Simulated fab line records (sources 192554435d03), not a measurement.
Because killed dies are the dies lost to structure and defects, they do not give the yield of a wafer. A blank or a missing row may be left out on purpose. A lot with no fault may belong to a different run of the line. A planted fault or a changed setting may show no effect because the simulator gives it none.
8D (eight disciplines) problem report, filled in by code :: flow n5Finfet :: the parts of the form that need people (team, actions taken, sign-off) are left out

1. WHAT WENT WRONG
M1_THK at N5_BEOL_M1_THK_MEAS_53 reads a mean of 140.3 nm on 1 wafer of 1 lot; wafers without a fault read 38.7 nm with a standard deviation of 1.6. Relative to the usual mean, that is a shift of +64 standard deviations.
The step: measures by xrf.
First observed at day 8 00:08: wafer L952.6, on filmMetro-02. The record holds 27 wafers of 10 lots with a number at this step. Rule for "out", or "out of limits": more than 4 standard deviations from the usual mean. All remaining wafers that have a number are taken as sound.

2. WHAT IT IS, WHAT IT ISN'T
question: which readings at this step
is: M1_THK
is not: -

question: which lots
is: L952
is not: L947, L949, L962, L964, L965, L966, L967, L968, L969

question: which wafers of those lots
is: L952.6
is not: L952.1, L952.5

question: read on which gauges
is: filmMetro-02
is not: filmMetro-01

question: when
is: from day 8 00:08
is not: up to then (8 sound wafers); but 18 sound wafers of L962, L964, L965, L966, L967, L968, L969 came after

3. THE SUSPECTS, EACH WITH WHAT RULES IT OUT
Counting: if a tool at a process step up to the reading ran every lot that is out, it stays a suspect. Sound lots after the first of them don't rule it out here, since some wafers of a struck lot are sound.
- the gauge at N5_BEOL_M1_THK_MEAS_53: ruled out. All the wafers that are out were read on filmMetro-02, but those of them that N5_BEOL_M1_CMP_52 has rows for are out there too, on other tools.
- pvdSputter-02 at N5_BEOL_M1_ANNEAL_91 (time 240 s): kept. It processed L952, the lot that is out, at day 7 22:46, and its most recent sound lot before then was L949 at day 7 03:01.
- pvdSputter-02 at N5_BEOL_M1_ANNEAL_95 (time 240 s): kept. It processed L952, the lot that is out, at day 7 23:13, and its most recent sound lot before then was L949 at day 7 03:28.
- cmp-03 at N5_BEOL_M1_CMP_52 (polishes, stops on SiOC, t overpolish 6.8 s, target thk 40 nm): kept. It processed L952, the lot that is out, at day 7 23:57, and its most recent sound lot before then was L949 at day 7 04:24. On those wafers its own readings are out: barrierFieldEndpointS, overpolishRunS, timeToEndpointS.
- cmp-03, N5_BEOL_M1_CMP_52: wafers that are out in chamber 1, sound lot-mates in chambers 0, 2.
After the count, these remain: pvdSputter-02 at N5_BEOL_M1_ANNEAL_91, pvdSputter-02 at N5_BEOL_M1_ANNEAL_95 and cmp-03 at N5_BEOL_M1_CMP_52.

4. THE CAUSE (what the simulator had put in)
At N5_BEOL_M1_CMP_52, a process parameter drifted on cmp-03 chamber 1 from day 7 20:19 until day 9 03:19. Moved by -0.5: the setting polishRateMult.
Of the 3 suspects that counting leaves, this tool is one.

5. SEQUENCE OF EFFECTS, ordered by route
Each row: a reading whose mean over the struck wafers that have a number lies more than 3 standard deviations from the usual. Only readings whose record carries a usual standard deviation are examined. hours: median over the lots of the time between each lot's start at the first step of this table that gives one and its start at this step. sigmas: the change, counted in usual standard deviations.
hours: 0
step: N5_BEOL_M1_CMP_52
reading: barrierFieldEndpointS
usual: 24.8 s
on struck wafers: 41.2
change: +16.4
sigmas: +24

hours: 0
step: N5_BEOL_M1_CMP_52
reading: overpolishRunS
usual: 6.800 s
on struck wafers: 0.032
change: -6.768
sigmas: -99 or more

hours: 0
step: N5_BEOL_M1_CMP_52
reading: timeToEndpointS
usual: 63 s
on struck wafers: 82
change: +19
sigmas: +5.6

hours: 0
step: N5_BEOL_M1_THK_MEAS_53
reading: M1_THK
usual: 38.7 nm
on struck wafers: 140.3
change: +101.6
sigmas: +64

hours: 0
step: N5_BEOL_M1_INSPECT_59
reading: rawDefectCount
usual: 72
on struck wafers: 1499
change: +1427
sigmas: +65

hours: 144
step: N5_PASSIVATION_PROBE_49
reading: defectLimitedYield
usual: 91.5 %
on struck wafers: 0.0
change: -91.5
sigmas: -57

hours: 144
step: N5_PASSIVATION_PROBE_49
reading: killed_at_M0_to_M3
usual: 33
on struck wafers: 1107
change: +1074
sigmas: +99 or more

hours: 144
step: N5_PASSIVATION_PROBE_49
reading: killedDies
usual: 101
on struck wafers: 1180
change: +1079
sigmas: +57

hours: 144
step: N5_PASSIVATION_PROBE_49
reading: killedOnRim
usual: 13
on struck wafers: 152
change: +139
sigmas: +35

hours: 144
step: N5_PASSIVATION_PROBE_49
reading: sortNPass
usual: 1079
on struck wafers: 0
change: -1079
sigmas: -57

hours: 144
step: N5_PASSIVATION_PROBE_49
reading: sortYieldPct
usual: 91.5 %
on struck wafers: 0.0
change: -91.5
sigmas: -57
Here are the process steps it includes:
- N5_BEOL_M1_CMP_52: polishes, stops on SiOC, t overpolish 6.8 s, target thk 40 nm.
- N5_PASSIVATION_PROBE_49

6. HOW IT WOULD HAVE BEEN CAUGHT EARLIER
The first out-of-limits reading at a measuring or inspecting step in this record came at day 8 00:08, 4 hours after the fault's start at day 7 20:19.
Tool's own readings at N5_BEOL_M1_CMP_52, barrierFieldEndpointS, overpolishRunS, timeToEndpointS: out on all struck wafers the step has rows for; an alarm limit on them would have tripped on the first.
Each of the lots that are out, 1 in all, had begun N5_BEOL_M1_CMP_52 on cmp-03 no later than day 8 00:08. Tool hold at that time: it would have spared none of them.
